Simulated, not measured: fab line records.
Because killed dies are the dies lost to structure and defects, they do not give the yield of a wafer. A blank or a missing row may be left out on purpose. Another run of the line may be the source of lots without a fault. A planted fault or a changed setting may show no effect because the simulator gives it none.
fab line records + flow n5-finfet
[record]
- lots = 7
- wafers = 39
route steps=1938 shown MOL_CONTACT_COAG@570
start-h: start of the lot's first displayed wafer, in hours after the record's first day + wait-h: hours since the lot's step before + " repeats the value in the row above + L1.1+2: one row covering several wafers at once + - no value present, or no start provided + * or withheld: withheld + < > ~ a bound
route shown NAME@n: a module of which the file shows steps, and the number in the route of the first + usual: mean/standard deviation of fault-free wafers + same: alike in all rows + chamber/n: place in a boat + sites: the reading at each site + _std_site: the values' standard deviation + _edge_site: outer sites' mean less inner sites' + radius-mm: how far each site lies from the wafer's centre + mask NAME#n: copy n + behind: the last tool/chamber to shape the wafer + hold: reason for holding the lot/hours on hold/outcome of the hold + device: transistor that didn't switch, given as n, p or np + end of line: tests of these same wafers at the route's end + a step given without rows: its recipe and nothing more + killed: count of dies lost to structure and defects at first sort (not the wafer's yield) + map: per-die view of a wafer (x killed, . not killed, _ where there is no die)
set.NAME: setting as actually run; set.NAME@STEP: the setting as run at that earlier step + model.NAME: the simulator's own value behind a step, which no gauge read
one table per step and one row per wafer, for lots whose settings were changed on purpose
[[steps]]
[step N5_MOL_CONTACT_COAG_EXPOSE_81]
[recipe]
- mask-id = VG
- na = 0.33
- source-shape = annular
- sigma-inner = 0.3
- sigma-outer = 0.7
- polarization = unpolarized
- defocus-nm = 0
- dose-mj = 59.5
| lot.wafer        | tool           | chamber | start-h | wait-h | mask | set.dose-mj |
|------------------|----------------|---------|---------|--------|------|-------------|
| L074.1+2+3+4+5+6 | euv-scanner-02 | 0       | 105.09  | -      | VG#0 | 59.5        |
| L078.1+2+5       | euv-scanner-02 | 0       | 126.05  | -      | VG#0 | 63.44       |
| L078.3+4+6       | "              | 0       | "       | "      | VG#0 | 59.5        |
| L081.1+5+6       | euv-scanner-01 | 0       | 139.70  | -      | VG#0 | 56.1        |
| L081.2+3+4       | "              | 0       | "       | "      | VG#0 | 59.5        |
| L086.2+5+6       | euv-scanner-02 | 0       | 174.35  | -      | VG#0 | 59.5        |
| L088.1+3+6       | euv-scanner-02 | 0       | 186.85  | -      | VG#0 | 59.5        |
| L088.2+4+5       | "              | 0       | "       | "      | VG#0 | 61.08       |
| L095.1+2+5       | euv-scanner-01 | 0       | 225.71  | -      | VG#0 | 57.24       |
| L095.3+4+6       | "              | 0       | "       | "      | VG#0 | 59.5        |
| L096.1+2+3+4+5+6 | euv-scanner-01 | 0       | 231.56  | -      | VG#0 | 59.5        |
[step N5_MOL_CONTACT_COAG_PEB_82]
[recipe]
- peb-temp-c = 100
- peb-time-s = 60
- resist = CAR-EUV
[step N5_MOL_CONTACT_COAG_DEVELOP_83]
[recipe]
- develop-time-s = 30
- developer = TMAH
- resist = CAR-EUV
- rinse-liquid = surfactant-rinse
- dry = air-spin
- dev-temp-c = 23
[step N5_MOL_CONTACT_COAG_CD_MEAS_84]
[recipe]
- target-cd-nm = 25.1
- landing-energy-ev = 500
- detector = se-inlens
- polarity = opening
[usual]
- cd-nm = 25.13/0.2
| lot.wafer | tool      | chamber | start-h | wait-h | set.dose-mj@MOL_CONTACT_COAG_EXPOSE_81 | cd-nm |
|-----------|-----------|---------|---------|--------|----------------------------------------|-------|
| L074.1    | cd-sem-01 | 0       | 105.24  | -      | 59.5                                   | 25.26 |
| L074.2    | "         | 0       | "       | "      | 59.5                                   | 25.33 |
| L074.3    | "         | 0       | "       | "      | 59.5                                   | 25.12 |
| L074.4    | "         | 0       | "       | "      | 59.5                                   | 25.27 |
| L074.5    | "         | 0       | "       | "      | 59.5                                   | 25.13 |
| L074.6    | "         | 0       | "       | "      | 59.5                                   | 24.81 |
| L078.1    | cd-sem-03 | 0       | 126.19  | -      | 63.44                                  | 26.43 |
| L078.2    | "         | 0       | "       | "      | 63.44                                  | 26.16 |
| L078.3    | "         | 0       | "       | "      | 59.5                                   | 24.88 |
| L078.4    | "         | 0       | "       | "      | 59.5                                   | 24.78 |
| L078.5    | "         | 0       | "       | "      | 63.44                                  | 26.03 |
| L078.6    | "         | 0       | "       | "      | 59.5                                   | 24.51 |
| L081.1    | cd-sem-03 | 0       | 139.84  | -      | 56.1                                   | 23.68 |
| L081.2    | "         | 0       | "       | "      | 59.5                                   | 25.02 |
| L081.3    | "         | 0       | "       | "      | 59.5                                   | 25.30 |
| L081.4    | "         | 0       | "       | "      | 59.5                                   | 24.95 |
| L081.5    | "         | 0       | "       | "      | 56.1                                   | 23.91 |
| L081.6    | "         | 0       | "       | "      | 56.1                                   | 23.95 |
| L086.2    | cd-sem-01 | 0       | 174.49  | -      | 59.5                                   | 25.42 |
| L086.5    | "         | 0       | "       | "      | 59.5                                   | 25.42 |
| L086.6    | "         | 0       | "       | "      | 59.5                                   | 25.21 |
| L088.1    | cd-sem-01 | 0       | 187.00  | -      | 59.5                                   | 25.15 |
| L088.2    | "         | 0       | "       | "      | 61.08                                  | 25.82 |
| L088.3    | "         | 0       | "       | "      | 59.5                                   | 25.29 |
| L088.4    | "         | 0       | "       | "      | 61.08                                  | 25.79 |
| L088.5    | "         | 0       | "       | "      | 61.08                                  | 25.62 |
| L088.6    | "         | 0       | "       | "      | 59.5                                   | 25.32 |
| L095.1    | cd-sem-03 | 0       | 225.86  | -      | 57.24                                  | 24.39 |
| L095.2    | "         | 0       | "       | "      | 57.24                                  | 24.40 |
| L095.3    | "         | 0       | "       | "      | 59.5                                   | 25.65 |
| L095.4    | "         | 0       | "       | "      | 59.5                                   | 25.35 |
| L095.5    | "         | 0       | "       | "      | 57.24                                  | 24.68 |
| L095.6    | "         | 0       | "       | "      | 59.5                                   | 24.78 |
| L096.1    | cd-sem-01 | 0       | 231.70  | -      | 59.5                                   | 24.83 |
| L096.2    | "         | 0       | "       | "      | 59.5                                   | 24.81 |
| L096.3    | "         | 0       | "       | "      | 59.5                                   | 25.07 |
| L096.4    | "         | 0       | "       | "      | 59.5                                   | 25.10 |
| L096.5    | "         | 0       | "       | "      | 59.5                                   | 25.11 |
| L096.6    | "         | 0       | "       | "      | 59.5                                   | 24.81 |
[step N5_MOL_CONTACT_COAG_ALD_131]
[recipe]
- material = SiO2
- target-thk-a = 50
- temp-c = 100
- ald-precursor-family = BDEAS
- ald-co-reactant = O2-plasma
- pulse-time-s = 1
- co-reactant-pulse-time-s = 1
- purge-time-s = 2
- co-reactant-purge-time-s = 2
- ald-cycles = 35
- pressure-torr = 2
| lot.wafer  | tool       | chamber | start-h | wait-h | set.ald-cycles | model.SiO2_of_MOL_CONTACT_COAG_ALD_131.thk-nm |
|------------|------------|---------|---------|--------|----------------|-----------------------------------------------|
| L074.1+2+3 | ald-sin-03 | 1,0,3   | 105.95  | 0.1    | 33             | 4.8                                           |
| L074.4+5+6 | "          | 2,2,3   | "       | "      | 35             | 5                                             |
| L078.1+3+6 | ald-sin-04 | 0,2,1   | 127.04  | 0.1    | 35             | 5                                             |
| L078.2     | "          | 1       | "       | "      | 40             | 5.6                                           |
| L078.4+5   | "          | 3,0     | "       | "      | 40             | 5.8                                           |
| L081.1+4+6 | ald-sin-04 | 0,1,1   | 140.59  | 0.1    | 40             | 5.8                                           |
| L081.2+3+5 | "          | 2,3,2   | "       | "      | 35             | 5                                             |
| L086.2+5+6 | ald-sin-04 | 1,1,0   | 174.77  | 0.1    | 35             | 5                                             |
| L088.1+3+4 | ald-sin-03 | 0,1,2   | 187.57  | 0.4    | 31             | 4.4                                           |
| L088.2+5+6 | "          | 3,1,2   | "       | "      | 35             | 5                                             |
| L095.1+3+5 | ald-sin-03 | 1,2,0   | 226.21  | 0.1    | 35             | 5                                             |
| L095.2+4+6 | "          | 3,0,1   | "       | "      | 31             | 4.4                                           |
| L096.1+4+5 | ald-sin-03 | 3,2,0   | 231.96  | 0.1    | 35             | 5                                             |
| L096.2+3+6 | "          | 0,1,1   | "       | "      | 31             | 4.4                                           |
[step N5_MOL_CONTACT_COAG_ETCHBACK_132]
[recipe]
- chemistry = CHF3
- target = SiO2
- target-depth-a = 100
- time-s = 6.7
- ion-energy-ev = 200
- pressure-mtorr = 30
- source-w = 610
- bias-w = 170
- Ar_flow_sccm = 200
- CHF3_flow_sccm = 50
[step N5_MOL_CONTACT_COAG_ETCH_91]
[recipe]
- chemistry = N2/H2
- target = SOC
- target-depth-a = 600
- overetch-a = 210
- mask-material = SiARC
- temp-c = 40
- time-s = 101.2
- ion-energy-ev = 200
- pressure-mtorr = 30
- source-w = 840
- bias-w = 150
- n2-flow-sccm = 200
- h2-flow-sccm = 200
[step N5_MOL_CONTACT_COAG_PRECLEAN_144]
[recipe]
- chemistry = alkaline-clean
- temp-c = 60
- time-s = 60
- do-ppb = 50
[step N5_MOL_CONTACT_COAG_SRD_145]
[recipe]
- dry = ipa-marangoni
- time-s = 30
- temp-c = 23
- rinse-liquid = diw
[step N5_MOL_CONTACT_COAG_CD_MEAS_137]
[recipe]
- target-cd-nm = 16
[usual]
- cd-nm = 15.97/0.29
| lot.wafer | tool      | chamber | start-h | wait-h | set.dose-mj@MOL_CONTACT_COAG_EXPOSE_81 | cd-nm |
|-----------|-----------|---------|---------|--------|----------------------------------------|-------|
| L074.1    | cd-sem-02 | -       | 106.62  | 0.0    | 59.5                                   | 15.34 |
| L074.2    | "         | -       | "       | "      | 59.5                                   | 16.16 |
| L074.3    | "         | -       | "       | "      | 59.5                                   | 16.16 |
| L074.4    | "         | -       | "       | "      | 59.5                                   | 15.91 |
| L074.5    | "         | -       | "       | "      | 59.5                                   | 15.87 |
| L074.6    | "         | -       | "       | "      | 59.5                                   | 15.78 |
| L078.1    | cd-sem-02 | -       | 127.73  | 0.0    | 63.44                                  | 16.83 |
| L078.2    | "         | -       | "       | "      | 63.44                                  | 16.80 |
| L078.3    | "         | -       | "       | "      | 59.5                                   | 15.64 |
| L078.4    | "         | -       | "       | "      | 59.5                                   | 15.65 |
| L078.5    | "         | -       | "       | "      | 63.44                                  | 16.97 |
| L078.6    | "         | -       | "       | "      | 59.5                                   | 15.79 |
| L081.1    | cd-sem-02 | -       | 141.26  | 0.0    | 56.1                                   | 14.35 |
| L081.2    | "         | -       | "       | "      | 59.5                                   | 15.78 |
| L081.3    | "         | -       | "       | "      | 59.5                                   | 15.74 |
| L081.4    | "         | -       | "       | "      | 59.5                                   | 15.73 |
| L081.5    | "         | -       | "       | "      | 56.1                                   | 14.66 |
| L081.6    | "         | -       | "       | "      | 56.1                                   | 14.26 |
| L086.2    | cd-sem-02 | -       | 175.44  | 0.0    | 59.5                                   | 16.36 |
| L086.5    | "         | -       | "       | "      | 59.5                                   | 16.09 |
| L086.6    | "         | -       | "       | "      | 59.5                                   | 16.13 |
| L088.1    | cd-sem-01 | -       | 188.26  | 0.0    | 59.5                                   | 16.01 |
| L088.2    | "         | -       | "       | "      | 61.08                                  | 16.78 |
| L088.3    | "         | -       | "       | "      | 59.5                                   | 15.64 |
| L088.4    | "         | -       | "       | "      | 61.08                                  | 16.10 |
| L088.5    | "         | -       | "       | "      | 61.08                                  | 16.70 |
| L088.6    | "         | -       | "       | "      | 59.5                                   | 15.60 |
| L095.1    | cd-sem-03 | -       | 226.92  | 0.0    | 57.24                                  | 15.20 |
| L095.2    | "         | -       | "       | "      | 57.24                                  | 15.28 |
| L095.3    | "         | -       | "       | "      | 59.5                                   | 15.96 |
| L095.4    | "         | -       | "       | "      | 59.5                                   | 16.04 |
| L095.5    | "         | -       | "       | "      | 57.24                                  | 15.43 |
| L095.6    | "         | -       | "       | "      | 59.5                                   | 16.07 |
| L096.1    | cd-sem-01 | -       | 232.64  | 0.0    | 59.5                                   | 15.91 |
| L096.2    | "         | -       | "       | "      | 59.5                                   | 16.04 |
| L096.3    | "         | -       | "       | "      | 59.5                                   | 16.01 |
| L096.4    | "         | -       | "       | "      | 59.5                                   | 15.79 |
| L096.5    | "         | -       | "       | "      | 59.5                                   | 15.93 |
| L096.6    | "         | -       | "       | "      | 59.5                                   | 16.10 |
[[key]]
[split]
- step = N5_MOL_CONTACT_COAG_EXPOSE_81
- setting = dose-mj
- stated = 59.5
- by = wafer
[response]
- step = N5_MOL_CONTACT_COAG_CD_MEAS_84
- reading = cd-nm
- change = +0.216
- per = 1%
- r = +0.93
[response]
- step = N5_MOL_CONTACT_COAG_CD_MEAS_137
- reading = cd-nm
- change = +0.206
- per = 1%
- r = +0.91
[split]
- step = N5_MOL_CONTACT_COAG_ALD_131
- setting = ald-cycles
- stated = 35
- by = wafer
[response]
- step = N5_MOL_CONTACT_COAG_ALD_131
- reading = model.SiO2_of_MOL_CONTACT_COAG_ALD_131.thk-nm
- change = +0.0524
- per = 1%
- r = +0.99
